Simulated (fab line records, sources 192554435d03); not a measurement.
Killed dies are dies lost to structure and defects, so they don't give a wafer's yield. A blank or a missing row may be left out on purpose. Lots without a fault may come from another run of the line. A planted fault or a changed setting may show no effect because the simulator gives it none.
A struck lot beside a sound one | flow n5_finfet | 37 steps out of a route of 1938
Sound: wafers L581.1, L581.2, L581.6. Struck: wafers L588.1, L588.5. (L588.6 of the same lot was not struck and is left out.) The cause comes at the end.
At each step with rows: each side's tool, then ch and its chambers, then its first start. Under that, the readings that differ: sound wafers | struck wafers | difference of the means | sigmas: that difference in standard deviations of wafers without a fault.
alike: readings whose means differ by less than 2 such deviations, and words and numbers that are the same on both sides. not compared: withheld readings, readings that some wafer has no value for, bounds like >300 that may hide the same value, and numbers for which the record gives no deviation and whose values overlap.
The two part at a step that has a row with sigmas, a row that says differs or no value, or rows on one side only. Numbers that don't overlap but have no deviation are shown without sigmas and don't part them. A reading that every wafer of one side lacks parts them only if that side has two wafers or more.

first, 12 steps without rows for these wafers: N5_GATE_CUT_ETCH_28 (etches underlayer in N2/H2, target depth 13 nm, time 10.4 s); N5_GATE_CUT_ETCH_36 (etches SiARC in CF4, target depth 13 nm, time 21.7 s); N5_GATE_CUT_ETCH_37 (etches SOC in N2/H2, target depth 60 nm, overetch 12 nm, time 90 s); N5_GATE_CUT_STRIP_38 (strips in N2/H2); N5_GATE_CUT_STRIP_39 (strips in N2/H2); N5_GATE_CUT_HM_OPEN_40 (chemistry C4F6/O2, target SiO2, target depth 139 nm, time 85.1 s); N5_GATE_CUT_STRIP_41 (strips in CF4); N5_GATE_CUT_STRIP_42 (strips in O2); N5_GATE_CUT_ETCH_19 (etches SiNx in CH3F/O2, target depth 53.7 nm, time 76.7 s); N5_GATE_CUT_CUT_ETCH_53 (etches W in SF6/Cl2, target depth 79.2 nm); N5_GATE_CUT_CUT_ETCH_54 (etches TiN in Cl2/BCl3, target depth 96.7 nm); N5_GATE_CUT_CUT_ETCH_55 (etches HfO2 in BCl3, target depth 3.2 nm).
N5_GATE_CUT_ETCH_47: etches SiO2 in Cl2/BCl3, target depth 10 nm.
  sound on rie_metal-02 ch 0,1, day 4 09:39; struck on rie_metal-02 ch 1, day 6 13:38
  alike: drypump_motor_current_A, oes_product_au, rf_fwd_power_W, throttle_valve_pct
  not compared: rf_hours_counter_h
then, 23 steps without rows for these wafers: N5_GATE_CUT_VAPOR_ETCH_48 (etches TiN in BCl3/Cl2); N5_GATE_CUT_VAPOR_ETCH_49 (etches TiAlC in BCl3/Cl2); N5_GATE_CUT_VAPOR_ETCH_51 (etches HfO2 in BCl3/Cl2); N5_GATE_CUT_STRIP_21 (strips in N2/H2, time 30 s); N5_GATE_CUT_STRIP_29 (strips in post etch residue remover, time 60 s); N5_GATE_CUT_SRD_52 (time 30 s); N5_GATE_CUT_ALD_22 (deposits SiNx, target thk 16 nm, pulse time 1 s, ald cycles 320); N5_GATE_CUT_CMP_23 (polishes, stops on SiO2, t overpolish 23.4 s, target thk 16 nm); N5_GATE_CUT_CMP_43 (polishes SiO2); N5_GATE_CUT_CMP_61 (polishes, stops on SiNx, t overpolish 3 s); N5_MOL_CONTACT_COAG_COAT_103 (time 60 s, resist thk 80 nm); N5_MOL_CONTACT_COAG_COAT_104 (time 60 s, resist thk 12 nm); N5_MOL_CONTACT_COAG_COAT_58 (time 60 s, resist thk 10 nm); N5_MOL_CONTACT_COAG_COAT_02 (resist thk 30 nm); N5_MOL_CONTACT_COAG_EBR_04; N5_MOL_CONTACT_COAG_SOFTBAKE_03 (time 60 s); N5_MOL_CONTACT_COAG_EXPOSE_05 (exposes mask CA, defocus 0 nm); N5_MOL_CONTACT_COAG_PEB_06 (peb time 60 s); N5_MOL_CONTACT_COAG_DEVELOP_07 (develop time 30 s); N5_MOL_CONTACT_COAG_DESCUM_13 (chemistry O2, time 7 s); N5_MOL_CONTACT_COAG_ETCH_59 (etches underlayer in N2/H2, target depth 13 nm, time 10.4 s); N5_MOL_CONTACT_COAG_ETCH_105 (etches SiARC in CF4, target depth 15.6 nm, time 26 s); N5_MOL_CONTACT_COAG_ETCH_106 (etches SOC in N2/H2, target depth 80 nm, overetch 16 nm, time 120 s).
-- the record jumps here: 7 days lie between the struck wafers' starts before and after (it left off in module MOL_CONTACT_COAG and takes up again in module PASSIVATION, whose first step shown is number 1936 of the route) --
N5_PASSIVATION_PROBE_49:
  the record has rows for the struck wafers here (prober-01, day 13 20:58) and none for the sound ones

WHERE THEY PART
Only at N5_PASSIVATION_PROBE_49, within this record.

WHY: what the simulator had put in
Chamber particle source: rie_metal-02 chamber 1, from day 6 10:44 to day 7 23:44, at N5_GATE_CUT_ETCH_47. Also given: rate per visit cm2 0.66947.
